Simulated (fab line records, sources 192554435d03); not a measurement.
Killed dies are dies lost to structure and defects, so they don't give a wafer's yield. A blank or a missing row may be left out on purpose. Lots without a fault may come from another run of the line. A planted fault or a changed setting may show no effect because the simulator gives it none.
fab line records | flow n5_finfet
record lots=7 wafers=39
route steps=1938 shown BEOL_M1@770 BEOL_M4@1023 BEOL_M8@1335 PASSIVATION@1930
start_h: hours from the record's first day to the start of the lot's first wafer shown | wait_h: hours since the lot's step before | " the same as in the row above | L1.1+2: a row that stands for several wafers | - no value, or no start given | * or withheld: withheld | < > ~ a bound
route shown NAME@n: a module of which the file shows steps, and the number in the route of the first | usual: mean/standard deviation of fault-free wafers | same: alike in all rows | chamber/n: place in a boat | sites: the reading at each site | _std_site: their standard deviation | _edge_site: outer sites' mean less inner sites' | radius_mm: how far each site lies from the wafer's centre | mask NAME#n: copy n | behind: the tool/chamber that last shaped the wafer | hold: why the lot was held/for how many hours/how that ended | device: the transistor (n, p or np) that didn't switch | end of line: the same wafers' tests at the end of the route | a step without rows: its recipe alone | killed: dies lost to structure and defects at the first sort, not the wafer's yield | map: a wafer's dies, x killed, . not, _ none there
set.NAME: the setting as run; set.NAME@STEP: as run at that earlier step | model.NAME: the simulator's own value behind a step, which no gauge read
lots whose settings were changed on purpose; a table a step, a row a wafer
## steps
# step N5_BEOL_M1_ETCH_64
# recipe chemistry=N2/H2 target=SOC target_depth_a=750 overetch_a=150 mask_material=SiARC temp_c=40 time_s=112.5 ion_energy_ev=200 pressure_mtorr=30 source_w=840 bias_w=150 n2_flow_sccm=200 h2_flow_sccm=200
# columns lot.wafer tool chamber start_h wait_h set.time_s model.SiARC_of_BEOL_M1_COAT_62.thk_nm model.BEOL_M1.cd_offset_nm
L074.1+6 rie_diel-06 3 129.68 0.0 112.5 6.8 -0.4
L074.2 " 2 " " 130.6 6 0
L074.3 " 0 " " 112.5 6.6 0.2
L074.4 " 1 " " 130.6 5.8 0.4
L074.5 " 2 " " 130.6 5.8 0
L075.1 rie_diel-01 0 131.96 0.0 112.5 6.6 0
L075.2 " 3 " " 112.5 6.8 0
L075.3 " 2 " " 112.5 6.8 -0.4
L075.4 " 1 " " 112.5 6.8 -0.2
L075.5 " 0 " " 112.5 6.6 0.2
L075.6 " 3 " " 112.5 6.6 -0.2
L082.1+2 rie_diel-01 3,0 173.97 0.0 112.5 6.6 0.2
L082.3 " 2 " " 171.7 4.2 1.2
L082.4 " 1 " " 171.7 4 1.2
L082.5 " 1 " " 112.5 6.8 0
L082.6 " 0 " " 171.7 3.8 1.4
L083.1 rie_diel-06 1 180.88 0.0 112.5 6.6 0
L083.2 " 0 " " 62.06 9 -1
L083.3+6 " 2 " " 62.06 9.2 -1
L083.4 " 3 " " 112.5 6.8 -0.2
L083.5 " 3 " " 112.5 6.8 0
L086.2+3 rie_diel-06 1,0 201.15 0.0 112.5 6.6 0.4
L086.5 " 1 " " 112.5 6.6 0.2
L094.1+6 rie_diel-01 1,3 238.30 0.0 80.56 8.4 -0.6
L094.2 " 3 " " 112.5 6.8 0
L094.3 " 0 " " 112.5 6.8 0.2
L094.4 " 2 " " 80.56 8.4 -0.8
L094.5 " 2 " " 112.5 7 0
L097.1+5 rie_diel-03 3,1 255.33 0.0 112.5 6.8 0.2
L097.2+4+6 " 2,1,2 " " 112.5 6.8 0
L097.3 " 0 " " 112.5 7 -0.2
# step N5_BEOL_M1_STRIP_65
# recipe chemistry=N2/H2 temp_c=40 n2_flow_sccm=200 h2_flow_sccm=200 rf_frequency_hz=6e+07
# step N5_BEOL_M1_STRIP_75
# recipe chemistry=N2/H2 temp_c=40 n2_flow_sccm=200 h2_flow_sccm=200 rf_frequency_hz=6e+07
# step N5_BEOL_M1_STRIP_66
# recipe chemistry=CF4 resist=SiARC power_w=300 bias_power_w=75 pressure_mtorr=50 cf4_flow_sccm=150 rf_frequency_hz=6e+07
# step N5_BEOL_M1_HM_OPEN_17
# recipe chemistry=Cl2/BCl3 target_depth_a=200 overetch_a=60 target=TiN mask_material=SOC ion_energy_ev=150 pressure_mtorr=10 icp_w=1000 bias_w=126 Cl2_flow_sccm=53.25 bcl3_flow_sccm=21.75 Ar_flow_sccm=25
# columns lot.wafer tool chamber start_h wait_h set.time_s@BEOL_M1_ETCH_64 model.etch.depth_nm model.BEOL_M1.cd_offset_nm
L074.1 rie_metal-01 0 129.85 0.0 112.5 19.81 -0.4
L074.2 " 1 " " 130.6 18.1 0
L074.3 " 1 " " 112.5 19.87 0.2
L074.4 " 0 " " 130.6 17.74 0.4
L074.5 " 1 " " 130.6 17.96 0
L074.6 " 0 " " 112.5 19.71 -0.4
L075.1 rie_metal-01 1 132.12 0.0 112.5 19.69 0
L075.2 " 0 " " 112.5 19.64 0
L075.3 " 0 " " 112.5 19.73 -0.2
L075.4 " 1 " " 112.5 19.49 -0.2
L075.5 " 1 " " 112.5 19.62 0.2
L075.6 " 0 " " 112.5 19.39 0
L082.1 rie_metal-01 1 174.15 0.0 112.5 19.84 0.2
L082.2 " 0 " " 112.5 20.02 0.4
L082.3 " 1 " " 171.7 14.26 1.4
L082.4 " 0 " " 171.7 13.97 1.4
L082.5 " 1 " " 112.5 19.91 0
L082.6 " 0 " " 171.7 14.06 1.6
L083.1 rie_metal-03 1 181.05 0.0 112.5 19.85 0.2
L083.2 " 0 " " 62.06 19.9 -0.8
L083.3 " 0 " " 62.06 20.06 -0.8
L083.4 " 1 " " 112.5 20.17 -0.2
L083.5 " 0 " " 112.5 20.2 0.2
L083.6 " 1 " " 62.06 20.24 -1
L086.2 rie_metal-01 1 201.32 0.0 112.5 19.57 0.4
L086.3 " 0 " " 112.5 19.5 0.6
L086.5 " 0 " " 112.5 19.37 0.4
L094.1 rie_metal-02 1 238.47 0.0 80.56 20.11 -0.6
L094.2 " 0 " " 112.5 19.83 0
L094.3 " 1 " " 112.5 20.23 0.2
L094.4 " 0 " " 80.56 20.04 -0.8
L094.5 " 0 " " 112.5 19.94 0
L094.6 " 1 " " 80.56 20.03 -0.6
L097.1 rie_metal-02 1 255.50 0.0 112.5 19.98 0.2
L097.2 " 0 " " 112.5 19.94 0
L097.3 " 1 " " 112.5 19.92 -0.2
L097.4 " 0 " " 112.5 20.05 0
L097.5 " 0 " " 112.5 19.98 0
L097.6 " 1 " " 112.5 20.08 0.2
# step N5_BEOL_M1_VIA_ETCH_34
# recipe chemistry=C4F6/O2 target_depth_a=678 mask_material=SOC pressure_mtorr=15 ion_energy_ev=250 taper_deg=4 time_s=64.4 source_w=350 bias_w=170 Ar_flow_sccm=300 C4F6_flow_sccm=10 O2_flow_sccm=10
# columns lot.wafer tool chamber start_h wait_h set.target_depth_a model.etch.depth_nm model.SOC_of_BEOL_M1_COAT_67.thk_nm
L074.1 rie_diel-06 3 133.13 0.0 678 66.71 52.6
L074.2 " 1 " " 845.6 86.45 50.2
L074.3 " 0 " " 845.6 85.48 50.2
L074.4 " 2 " " 678 66.95 52.4
L074.5 " 2 " " 845.6 84.51 50.6
L074.6 " 3 " " 678 66.9 52.4
L075.1 rie_diel-06 2 133.49 0.0 678 67.69 52.4
L075.2 " 3 " " 386.4 38.02 55.6
L075.3 " 0 " " 386.4 39.22 55.6
L075.4 " 1 " " 678 69.61 52
L075.5 " 0 " " 386.4 39.07 55.6
L075.6 " 1 " " 678 69.78 52
L082.1 rie_diel-01 3 176.85 0.0 678 69.87 52
L082.2 " 2 " " 678 68.55 52
L082.3 " 1 " " 678 68.62 52
L082.4 " 0 " " 678 69.37 51.8
L082.5 " 1 " " 678 68.14 52.2
L082.6 " 2 " " 678 68.1 52
L083.1 rie_diel-03 3 191.17 0.0 998.2 98.46 48.4
L083.2 " 2 " " 678 66.97 52
L083.3 " 0 " " 998.2 97.93 48.2
L083.4 " 1 " " 678 67.7 52.2
L083.5 " 2 " " 998.2 98.27 48.2
L083.6 " 1 " " 678 67.58 52
L086.2 rie_diel-01 0 203.49 0.0 678 68.42 52
L086.3 " 1 " " 678 66.77 52.2
L086.5 " 0 " " 678 68.15 52.4
L094.1 rie_diel-01 2 241.70 0.0 678 67.24 52
L094.2 " 1 " " 678 67.38 52.2
L094.3 " 3 " " 678 68.49 52.4
L094.4 " 0 " " 678 68.26 52.2
L094.5 " 2 " " 678 67.24 52.4
L094.6 " 1 " " 678 67.31 52.6
L097.1 rie_diel-06 0 258.92 0.0 360 36.52 55.8
L097.2 " 3 " " 360 35.24 56
L097.3 " 2 " " 360 35.54 56
L097.4 " 1 " " 678 68.88 52
L097.5 " 1 " " 678 69.16 52.2
L097.6 " 2 " " 678 67.12 52.2
# step N5_BEOL_M4_PECVD_72
# recipe material=SiO2 target_thk_a=160 temp_c=400 precursor=TEOS/O2 pressure_torr=5.5 rf_w=450 teos_flow_sccm=53.8 gas=O2 flow_sccm=3000 time_s=18
# columns lot.wafer tool chamber start_h wait_h set.time_s model.SiO2_of_BEOL_M4_PECVD_72.thk_nm
L074.1+4+5 pecvd-01 0,1,2 169.62 0.0 24.23 21.2
L074.2+3 " 1,2 " " 18 15.8
L074.6 " 0 " " 18 15.6
L075.1 pecvd-04 2 170.24 0.0 18 16
L075.2 " 1 " " 24.92 21.6
L075.3+5 " 0,2 " " 18 15.8
L075.4 " 1 " " 24.92 21.8
L075.6 " 0 " " 24.92 22
L082.1 pecvd-02 1 219.25 0.0 18 15.8
L082.2 " 0 " " 24.31 21.2
L082.3 " 0 " " 24.31 21.6
L082.4+5 " 1 " " 18 16.2
L082.6 " 0 " " 24.31 21.8
L086.2 pecvd-01 1 233.87 0.0 18 15.8
L086.3 " 2 " " 18 15.6
L086.5 " 0 " " 18 16.2
L083.1+2+5 pecvd-02 0,1,0 234.90 0.0 11.27 10
L083.3 " 2 " " 18 15.4
L083.4 " 2 " " 18 15.8
L083.6 " 1 " " 18 16
L094.1+3 pecvd-04 2,0 293.58 0.0 18 15.8
L094.2 " 1 " " 18 16
L094.4+5+6 " 2,1,0 " " 18 16.2
L097.1+3 pecvd-02 0,2 310.23 0.0 18 15.8
L097.2 " 1 " " 14.75 13
L097.4+6 " 0,2 " " 14.75 13.2
L097.5 " 1 " " 18 16.2
# step N5_BEOL_M8_PECVD_70
# recipe material=SiO2 target_thk_a=200 temp_c=400 precursor=TEOS/O2 pressure_torr=5.5 rf_w=450 teos_flow_sccm=53.8 gas=O2 flow_sccm=3000 time_s=22.7
# columns lot.wafer tool chamber start_h wait_h set.time_s model.SiO2_of_BEOL_M8_PECVD_70.thk_nm
L074.1+4 pecvd-04 1 211.77 0.0 12.21 11
L074.2 " 0 " " 12.21 10.8
L074.3 " 2 " " 22.7 19.8
L074.5+6 " 2,0 " " 22.7 20
L075.1+5 pecvd-02 0 222.71 0.0 22.7 19.8
L075.2 " 1 " " 36.04 31
L075.3 " 1 " " 36.04 31.8
L075.4 " 0 " " 36.04 31.2
L075.6 " 1 " " 22.7 20
L082.1+6 pecvd-02 2,0 270.14 0.0 14.81 13.2
L082.2 " 0 " " 22.7 19.8
L082.3 " 1 " " 14.81 13.4
L082.4 " 2 " " 22.7 20.2
L082.5 " 1 " " 22.7 20.6
L086.2 pecvd-04 0 282.83 0.0 22.7 20.4
L086.3 " 1 " " 22.7 19.6
L086.5 " 1 " " 22.7 20.2
L083.1+2 pecvd-01 2,0 304.28 0.0 35.59 30.8
L083.3 " 1 " " 35.59 30.6
L083.4+5 " 1,2 " " 22.7 20
L083.6 " 0 " " 22.7 20.2
L094.1+2+3 pecvd-01 2,1,0 337.75 0.0 22.7 19.4
L094.4 " 1 " " 22.7 19.6
L094.5+6 " 2,0 " " 22.7 20
L097.1 pecvd-04 0 370.80 0.0 22.7 19.8
L097.2 " 2 " " 11.51 10.4
L097.3+6 " 1 " " 11.51 10.2
L097.4 " 2 " " 22.7 20.4
L097.5 " 0 " " 22.7 20
# step N5_PASSIVATION_ETCH_54
# recipe chemistry=CHF3/O2 target=SiO2 target_depth_a=8800 CHF3_flow_sccm=50 O2_flow_sccm=5 Ar_flow_sccm=200 time_s=440 mask_material=PR pressure_mtorr=30 source_w=650 bias_w=170 ion_energy_ev=200
# columns lot.wafer tool chamber start_h wait_h set.target_depth_a model.etch.depth_nm model.PASSIVATION.feature_depth_nm
L074.1 rie_diel-05 3 288.64 0.1 13900 1391 1391
L074.2 " 1 " " 13900 1377 1377
L074.3 " 0 " " 13900 1381 1381
L074.4 " 2 " " 8800 891.9 892
L074.5 " 3 " " 8800 873.7 873.6
L074.6 " 2 " " 8800 883.2 883.2
L075.1 rie_diel-02 2 289.29 0.1 6131 612.8 612.8
L075.2 " 0 " " 8800 889.5 889.6
L075.3 " 1 " " 6131 611.2 611.2
L075.4 " 3 " " 8800 857.6 857.6
L075.5 " 2 " " 8800 887.2 887.2
L075.6 " 1 " " 6131 604.8 604.8
L082.1 rie_diel-05 0 343.11 0.1 8800 876.2 876.2
L082.2 " 2 " " 8800 883.1 883.2
L082.3 " 1 " " 8800 871.3 871.2
L082.4 " 2 " " 8800 888.7 888.8
L082.5 " 0 " " 8800 873.1 873.2
L082.6 " 1 " " 8800 881 881
L086.2 rie_diel-04 1 358.80 0.1 8800 884.3 884.4
L086.3 " 0 " " 8800 879.3 879.2
L086.5 " 1 " " 8800 888.6 888.6
L083.1 rie_diel-02 3 372.11 0.1 8800 862.5 862.6
L083.2 " 0 " " 8800 884.9 884.8
L083.3 " 1 " " 4793 473 473
L083.4 " 2 " " 4793 483.2 483.2
L083.5 " 2 " " 4793 486.3 486.2
L083.6 " 3 " " 8800 853 853
L094.1 rie_diel-02 0 418.26 0.1 8800 890.4 890.4
L094.2 " 1 " " 7443 741.5 741.6
L094.3 " 2 " " 8800 894 894
L094.4 " 1 " " 8800 884.2 884.2
L094.5 " 2 " " 7443 755.8 755.8
L094.6 " 0 " " 7443 750.3 750.2
L097.1 rie_diel-02 2 446.02 0.1 8800 881.7 881.8
L097.2 " 1 " " 8800 858.5 858.4
L097.3 " 0 " " 8800 881 881
L097.4 " 2 " " 13760 1384 1384
L097.5 " 0 " " 13760 1379 1379
L097.6 " 1 " " 13760 1349 1349
## key
split step=N5_BEOL_M1_ETCH_64 setting=time_s stated=112.5 by=wafer
response step=N5_BEOL_M1_ETCH_64 reading=model.SiARC_of_BEOL_M1_COAT_62.thk_nm change=-0.0523 per=1% r=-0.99
response step=N5_BEOL_M1_ETCH_64 reading=model.BEOL_M1.cd_offset_nm change=+0.0218 per=1% r=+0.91
response step=N5_BEOL_M1_HM_OPEN_17 reading=model.etch.depth_nm shape=bent at_lowest=20.07 at_stated=19.83 at_highest=14.09
response step=N5_BEOL_M1_HM_OPEN_17 reading=model.BEOL_M1.cd_offset_nm change=+0.023 per=1% r=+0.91
split step=N5_BEOL_M1_VIA_ETCH_34 setting=target_depth_a stated=678 by=wafer
response step=N5_BEOL_M1_VIA_ETCH_34 reading=model.etch.depth_nm change=+0.689 per=1% r=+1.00
response step=N5_BEOL_M1_VIA_ETCH_34 reading=model.SOC_of_BEOL_M1_COAT_67.thk_nm change=-0.0812 per=1% r=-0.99
split step=N5_BEOL_M4_PECVD_72 setting=time_s stated=18 by=wafer
response step=N5_BEOL_M4_PECVD_72 reading=model.SiO2_of_BEOL_M4_PECVD_72.thk_nm change=+0.155 per=1% r=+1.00
split step=N5_BEOL_M8_PECVD_70 setting=time_s stated=22.7 by=wafer
response step=N5_BEOL_M8_PECVD_70 reading=model.SiO2_of_BEOL_M8_PECVD_70.thk_nm change=+0.194 per=1% r=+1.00
split step=N5_PASSIVATION_ETCH_54 setting=target_depth_a stated=8800 by=wafer
response step=N5_PASSIVATION_ETCH_54 reading=model.etch.depth_nm change=+8.69 per=1% r=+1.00
response step=N5_PASSIVATION_ETCH_54 reading=model.PASSIVATION.feature_depth_nm change=+8.69 per=1% r=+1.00
